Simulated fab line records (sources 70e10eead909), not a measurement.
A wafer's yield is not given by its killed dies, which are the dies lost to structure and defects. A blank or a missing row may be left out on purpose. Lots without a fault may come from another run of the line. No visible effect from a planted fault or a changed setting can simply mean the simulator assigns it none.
A struck lot beside a sound one :: flow nand_harc :: 12 steps out of a route of 1159
Sound: wafers L770.2, L770.4, L770.5. Struck: wafer L779.1. (L779.3, L779.5 of the same lot were not struck and are left out.) The cause comes at the end.
Order at every step that has rows: each side's tool, ch and its chambers, its first start. Under that, the readings that differ: sound wafers :: struck wafers :: difference of the means :: sigmas: that difference in standard deviations of wafers without a fault.
alike: a reading whose means differ by less than 2 such deviations, as well as words and numbers matching on both sides. not compared: withheld readings; readings where some wafer has no value; bounds like >300 that might hide an equal value; numbers whose values overlap and for which the record gives no deviation.
A row with sigmas, a row that says differs or no value, or rows on one side alone: a step with any of these is where the two part. Numbers that don't overlap but have no deviation are shown without sigmas and don't part them. Lack of a reading on every wafer of one side parts them only where that side has two or more wafers.

first, 1 step without rows for these wafers: NHARC_A_WL_FILL_ALD_02 (deposits TiN, target thk 2 nm, pulse time 3 s, ald cycles 100).
NHARC_A_WL_FILL_CVD_03: deposits W, target thk 40 nm, time 3302 s.
  sound on cvd_w-02 ch 0,1, day 15 17:58; struck on cvd_w-02 ch 1, day 19 03:42
  alike: heater_power_w, throttle_valve_pct
  not compared: since_wet_clean_h
then, 1 step without rows for these wafers: NHARC_A_WL_FILL_ETCHBACK_04 (etches the open film in NF3, target depth 60 nm, time 120 s).
NHARC_A_WL_FILL_ETCHBACK_05: etches the open film in Cl2/BCl3, target depth 22 nm, time 60 s.
  sound on rie_metal-03 ch 0,1, day 15 21:33; struck on rie_metal-01 ch 0, day 19 07:20
reading: run_length_s (s)
sound: 81.7 80.9 81.7
struck: 82.2
difference: +0.8
sigmas: +2
  alike: chamber_pressure_mTorr, drypump_motor_current_A, oes_product_au
  not compared: rf_hours_counter_h
NHARC_A_WL_FILL_STRIP_27: strips in N2/H2, time 20 s.
  sound on plasma_asher-01 ch 0,1, day 15 21:43; struck on plasma_asher-01 ch 1, day 19 07:29
  alike: drypump_motor_current_A, heater_power_w
  not compared: rf_hours_counter_h
then, 4 steps without rows for these wafers: NHARC_A_WL_FILL_STRIP_28 (strips in post etch residue remover, time 1200 s); NHARC_A_WL_FILL_PRECLEAN_06 (cleans in DIW, time 300 s); NHARC_A_WL_FILL_SRD_07; NHARC_A_WL_FILL_ANNEAL_08 (time 1800 s).
NHARC_A_WL_FILL_ALD_10: deposits SiO2, target thk 50 nm, pulse time 10 s, ald cycles 500.
  sound on ald_hk-01 ch 2,3, day 16 04:07; struck on ald_hk-02 ch 0, day 19 14:44
  alike: heater_power_w, precursor_pulse_height_rel
  not compared: since_wet_clean_h
NHARC_A_WL_FILL_ETCHBACK_16: etches the open film in C4F8/O2/Ar, target depth 88 nm, time 17.6 s.
  sound on rie_diel-09 ch 1,3, day 16 08:46; struck on rie_diel-09 ch 0, day 19 18:19
reading: run_length_s (s)
sound: 38.9 38.4 38.4
struck: 24.9
difference: -13.7
sigmas: -28
  alike: chamber_pressure_mTorr, oes_product_au, rf_vpp_V
  not compared: bias_w, rf_hours_counter_h
NHARC_A_WL_FILL_STRIP_29: strips in O2, time 20 s.
  sound on rie_diel-09 ch 0,2,3, day 16 08:51; struck on rie_diel-09 ch 3, day 19 18:26
  alike: chamber_pressure_mTorr, drypump_motor_current_A, oes_product_au, rf_vpp_V, showerhead_plenum_p_Torr, throttle_valve_pct
  not compared: rf_hours_counter_h

## WHERE THEY PART
At NHARC_A_WL_FILL_ETCHBACK_05 first; at NHARC_A_WL_FILL_ETCHBACK_16 last (within this record only). Later steps at which nothing parts them and some readings are alike: NHARC_A_WL_FILL_STRIP_29.

WHY: what the simulator had put in
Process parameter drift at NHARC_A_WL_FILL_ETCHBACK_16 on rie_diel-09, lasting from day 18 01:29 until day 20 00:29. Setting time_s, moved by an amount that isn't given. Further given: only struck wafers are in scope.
